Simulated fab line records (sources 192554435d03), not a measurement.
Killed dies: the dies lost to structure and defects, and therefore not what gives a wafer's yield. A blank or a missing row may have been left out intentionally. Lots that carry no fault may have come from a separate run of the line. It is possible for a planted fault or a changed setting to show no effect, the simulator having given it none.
Comparing a struck lot with a sound one :: flow n5_finfet :: 14 out of 1938 route steps
Sound: wafers L769.1, L769.5, L769.6. Struck: wafer L779.2 (left out: L779.4, L779.6 of the same lot, which were not struck); the cause appears at the end.
At each step with rows: each side's tool, then ch and its chambers, then its first start. Under that, the readings that differ: sound wafers :: struck wafers :: difference of the means :: sigmas: that difference in standard deviations of wafers without a fault.
alike: readings whose means differ by less than 2 such deviations, and words and numbers that are the same on both sides. not compared: withheld readings, readings that some wafer has no value for, bounds like >300 that may hide the same value, and numbers for which the record gives no deviation and whose values overlap.
Wherever a step has rows on one side only, a row that says differs or no value, or a row with sigmas, the two part there. When numbers do not overlap yet have no deviation, they are printed without sigmas and do not part them. Lack of a reading on every wafer of one side parts them only where that side has two or more wafers.

N5_BEOL_M15_SPUTTER_45: material Cu, target thk 100 nm, time 16.67 s.
  struck on pvd_sputter-02, day 15 16:23; sound on pvd_sputter-02, day 13 00:47
  alike: throttle_valve_pct
then, 1 step without rows for these wafers: N5_BEOL_M15_ECD_47 (material Cu, target thk 1860 nm).
N5_BEOL_M15_ANNEAL_48: time 90 s.
  sound on rtp_anneal-02 ch 0, day 13 01:09; struck on rtp_anneal-02 ch 0, day 15 16:47
  alike: wafer_temp_C_max
N5_BEOL_M15_CMP_49: polishes, stops on SiO2, t overpolish 4.9 s, target thk 850 nm.
  sound on cmp-03 ch 2,3, day 13 01:38; struck on cmp-01 ch 2, day 15 17:03
  alike: barrier_field_endpoint_s, head_pressure_psi, motor_current_A, overpolish_run_s, platen_rpm, slurry_filter_dp_kPa
N5_BEOL_M15_THK_MEAS_50: measures by xrf.
  struck on film_metro-02, day 15 17:20; sound on film_metro-02, day 13 01:54
  alike: M15_THK
then, 2 steps without rows for these wafers: N5_BEOL_M15_PRE_CLEAN_52 (time 15 s); N5_BEOL_M15_DEP_53 (deposits SiCN from 3MS/NH3, target thk 50 nm, time 17.8 s).
N5_BEOL_M15_RS_MEAS_54: a four-point-probe measurement.
  struck on film_metro-01, day 15 17:28; sound on film_metro-02, day 13 02:02
  alike: M15_RS
N5_BEOL_M15_INSPECT_55: inspects for defects (darkfield).
  struck on defect_inspect-01, day 15 17:30; sound on defect_inspect-02, day 13 02:03
  alike: raw_defect_count
N5_BEOL_M15_RC_MEAS_101:
  sound on prober-02 ch 0, day 13 02:05; struck on prober-01 ch 0, day 15 17:41
reading: COMB_M9 (S/m)
sound: 2.19e-11 1.97e-11 2.2e-11
struck: 1.12e-11
difference: -1.00e-11
sigmas: -4

reading: SERP_M8 (ohm/um)
sound: 12.8 12.8 12.8
struck: 14.1
difference: +1.3
sigmas: +3
  alike: COMB_M10, COMB_M11, COMB_M12, COMB_M13, COMB_M13_max_site, COMB_M14, COMB_M15, COMB_M5, COMB_M6, COMB_M7, COMB_M8, COMB_M8_max_site, SERP_M10, SERP_M11, SERP_M12, SERP_M13, SERP_M14, SERP_M5, SERP_M6, SERP_M7, SERP_M9
N5_PASSIVATION_PECVD_00: deposits SiO2 from SiH4/N2O, target thk 200 nm, time 11.2 s.
  sound on pecvd-01 ch 0,1, day 13 03:03; struck on pecvd-01 ch 2, day 15 18:29
  alike: heater_power_w, showerhead_plenum_p_Torr, throttle_valve_pct
then, 1 step without rows for these wafers: N5_MIM_BOT_DEGAS_01 (time 60 s).
N5_MIM_BOT_SPUTTER_00: material TiN, target thk 35 nm, time 89.7 s.
  struck on pvd_sputter-02, day 15 19:31; sound on pvd_sputter-02, day 13 05:54
reading: throttle_valve_pct (%)
sound: 27.9 27.8 30.1
struck: 31.6
difference: +3.0
sigmas: +2

reading: model.TiN_of_MIM_BOT_SPUTTER_00.thk_nm (nm)
sound: 34.4 34.2 34.8
struck: 51.8
difference: +17.3
sigmas: 
N5_MIM_TOP_ALD_00: deposits Al2O3, purge time 3 s, co reactant pulse time 3 s.
  the record has rows for the sound wafers here (ald_hk-01 ch 0,1,2, day 13 06:00) and none for the struck ones

## WHERE THEY PART
Earliest at N5_BEOL_M15_RC_MEAS_101; latest, in this record, at N5_MIM_TOP_ALD_00.

WHY: the cause the simulator had injected
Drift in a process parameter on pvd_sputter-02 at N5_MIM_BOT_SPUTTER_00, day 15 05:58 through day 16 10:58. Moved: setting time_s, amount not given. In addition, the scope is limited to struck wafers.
